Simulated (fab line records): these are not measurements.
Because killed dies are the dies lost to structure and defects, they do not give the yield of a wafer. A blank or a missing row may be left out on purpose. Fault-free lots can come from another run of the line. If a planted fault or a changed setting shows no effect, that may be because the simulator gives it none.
Lot-split experiment / flow n5Finfet / 21 wafers read from 7 lots, route of 1938 steps

ABOUT THE SPLIT
At N5_BEOL_M8_COAT_22 (resist thk 30 nm), the setting spinRpm was moved away from the recipe's 1500 rpm on 6 of the 21 wafers read, by -10.6% to +8.5%. This setting was run at the recipe's value on the other wafers.

The reading comes from the split's own step.

THE READING
CAR-EUV_of_BEOL_M8_COAT_22.thkNm (the simulator's own value, which no gauge read), in nm, at N5_BEOL_M8_COAT_22 (resist thk 30 nm). The file gives no usual value for it. Here, 15 wafers ran the recipe; their average is 30.0 nm with a standard deviation of 0.11 nm.

wafer=L075.1; tool, chamber at the split=lithoTrack-02, 0; spinRpm as run, rpm=1500; against the recipe=recipe; CAR-EUV_of_BEOL_M8_COAT_22.thkNm, nm=30; against lot-mates on the recipe=-
wafer=L075.4; tool, chamber at the split=lithoTrack-02, 0; spinRpm as run, rpm=1500; against the recipe=recipe; CAR-EUV_of_BEOL_M8_COAT_22.thkNm, nm=30; against lot-mates on the recipe=-
wafer=L075.6; tool, chamber at the split=lithoTrack-02, 0; spinRpm as run, rpm=1500; against the recipe=recipe; CAR-EUV_of_BEOL_M8_COAT_22.thkNm, nm=30; against lot-mates on the recipe=-
wafer=L077.1; tool, chamber at the split=lithoTrack-01, 0; spinRpm as run, rpm=1500; against the recipe=recipe; CAR-EUV_of_BEOL_M8_COAT_22.thkNm, nm=30; against lot-mates on the recipe=-
wafer=L077.5; tool, chamber at the split=lithoTrack-01, 0; spinRpm as run, rpm=1500; against the recipe=recipe; CAR-EUV_of_BEOL_M8_COAT_22.thkNm, nm=30; against lot-mates on the recipe=-
wafer=L077.4; tool, chamber at the split=lithoTrack-01, 0; spinRpm as run, rpm=1500; against the recipe=recipe; CAR-EUV_of_BEOL_M8_COAT_22.thkNm, nm=30.2; against lot-mates on the recipe=-
wafer=L084.2; tool, chamber at the split=lithoTrack-02, 0; spinRpm as run, rpm=1628; against the recipe=+8.5%; CAR-EUV_of_BEOL_M8_COAT_22.thkNm, nm=28.8; against lot-mates on the recipe=-1.0
wafer=L084.4; tool, chamber at the split=lithoTrack-02, 0; spinRpm as run, rpm=1500; against the recipe=recipe; CAR-EUV_of_BEOL_M8_COAT_22.thkNm, nm=29.8; against lot-mates on the recipe=-
wafer=L084.6; tool, chamber at the split=lithoTrack-02, 0; spinRpm as run, rpm=1500; against the recipe=recipe; CAR-EUV_of_BEOL_M8_COAT_22.thkNm, nm=29.8; against lot-mates on the recipe=-
wafer=L090.1; tool, chamber at the split=lithoTrack-01, 0; spinRpm as run, rpm=1341; against the recipe=-10.6%; CAR-EUV_of_BEOL_M8_COAT_22.thkNm, nm=31.6; against lot-mates on the recipe=+1.8
wafer=L090.4; tool, chamber at the split=lithoTrack-01, 0; spinRpm as run, rpm=1500; against the recipe=recipe; CAR-EUV_of_BEOL_M8_COAT_22.thkNm, nm=29.8; against lot-mates on the recipe=-
wafer=L090.5; tool, chamber at the split=lithoTrack-01, 0; spinRpm as run, rpm=1500; against the recipe=recipe; CAR-EUV_of_BEOL_M8_COAT_22.thkNm, nm=29.8; against lot-mates on the recipe=-
wafer=L092.2; tool, chamber at the split=lithoTrack-01, 0; spinRpm as run, rpm=1500; against the recipe=recipe; CAR-EUV_of_BEOL_M8_COAT_22.thkNm, nm=30; against lot-mates on the recipe=-
wafer=L092.3; tool, chamber at the split=lithoTrack-01, 0; spinRpm as run, rpm=1500; against the recipe=recipe; CAR-EUV_of_BEOL_M8_COAT_22.thkNm, nm=30; against lot-mates on the recipe=-
wafer=L092.5; tool, chamber at the split=lithoTrack-01, 0; spinRpm as run, rpm=1372; against the recipe=-8.5%; CAR-EUV_of_BEOL_M8_COAT_22.thkNm, nm=31.4; against lot-mates on the recipe=+1.4
wafer=L097.3; tool, chamber at the split=lithoTrack-02, 0; spinRpm as run, rpm=1500; against the recipe=recipe; CAR-EUV_of_BEOL_M8_COAT_22.thkNm, nm=30; against lot-mates on the recipe=-
wafer=L097.6; tool, chamber at the split=lithoTrack-02, 0; spinRpm as run, rpm=1500; against the recipe=recipe; CAR-EUV_of_BEOL_M8_COAT_22.thkNm, nm=30; against lot-mates on the recipe=-
wafer=L097.4; tool, chamber at the split=lithoTrack-02, 0; spinRpm as run, rpm=1384; against the recipe=-7.7%; CAR-EUV_of_BEOL_M8_COAT_22.thkNm, nm=31.2; against lot-mates on the recipe=+1.2
wafer=L095.2; tool, chamber at the split=lithoTrack-01, 0; spinRpm as run, rpm=1588; against the recipe=+5.9%; CAR-EUV_of_BEOL_M8_COAT_22.thkNm, nm=29.2; against lot-mates on the recipe=-0.8
wafer=L095.6; tool, chamber at the split=lithoTrack-01, 0; spinRpm as run, rpm=1588; against the recipe=+5.9%; CAR-EUV_of_BEOL_M8_COAT_22.thkNm, nm=29.2; against lot-mates on the recipe=-0.8
wafer=L095.3; tool, chamber at the split=lithoTrack-01, 0; spinRpm as run, rpm=1500; against the recipe=recipe; CAR-EUV_of_BEOL_M8_COAT_22.thkNm, nm=30; against lot-mates on the recipe=-

FIT RESULTS
A straight line over all 21 wafers: CAR-EUV_of_BEOL_M8_COAT_22.thkNm changes by -0.15 nm for each +1% of spinRpm; r = -0.99; the points scatter about the line by 0.11 nm.
The same after taking each lot's own level away (the mean of its wafers on the recipe; 21 wafers): -0.15 nm for each +1%; r = -0.99; scatter 0.088 nm.
That fit puts the effect of the largest move of spinRpm on the reading at 1.6 nm.
Across the lots, their own levels run from 29.80 to 30.07 nm, a range of 2.5 times the standard deviation given above.
The two slopes agree, so the slope changes little with the lot-to-lot level.
Check: with one of the wafers moved furthest among these (-10.6%) left out of the fit, the line predicts +1.55 nm for it against its lot-mates. Against them it came out at +1.8 nm.

THE OTHER SPLITS THESE WAFERS WENT THROUGH
Before the reading, these wafers also passed through other splits. Each is held against what the fit with the lots' levels taken away leaves over:
other split on the same wafers=N5_BEOL_M4_TRENCH_ETCH_37 timeS; wafers away from the commonest value=11; r with CAR-EUV_of_BEOL_M8_COAT_22.thkNm (lot level and that fit taken away)=+0.14
other split on the same wafers=N5_BEOL_M5_PECVD_70 timeS; wafers away from the commonest value=7; r with CAR-EUV_of_BEOL_M8_COAT_22.thkNm (lot level and that fit taken away)=+0.09
other split on the same wafers=N5_BEOL_M5_COAT_60 spinRpm; wafers away from the commonest value=9; r with CAR-EUV_of_BEOL_M8_COAT_22.thkNm (lot level and that fit taken away)=+0.12
other split on the same wafers=N5_BEOL_M7_ETCH_61 sourceW; wafers away from the commonest value=6; r with CAR-EUV_of_BEOL_M8_COAT_22.thkNm (lot level and that fit taken away)=-0.48

FILE'S OWN FIT
CAR-EUV_of_BEOL_M8_COAT_22.thkNm changes by -0.152 nm for each +1% of spinRpm, r = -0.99.
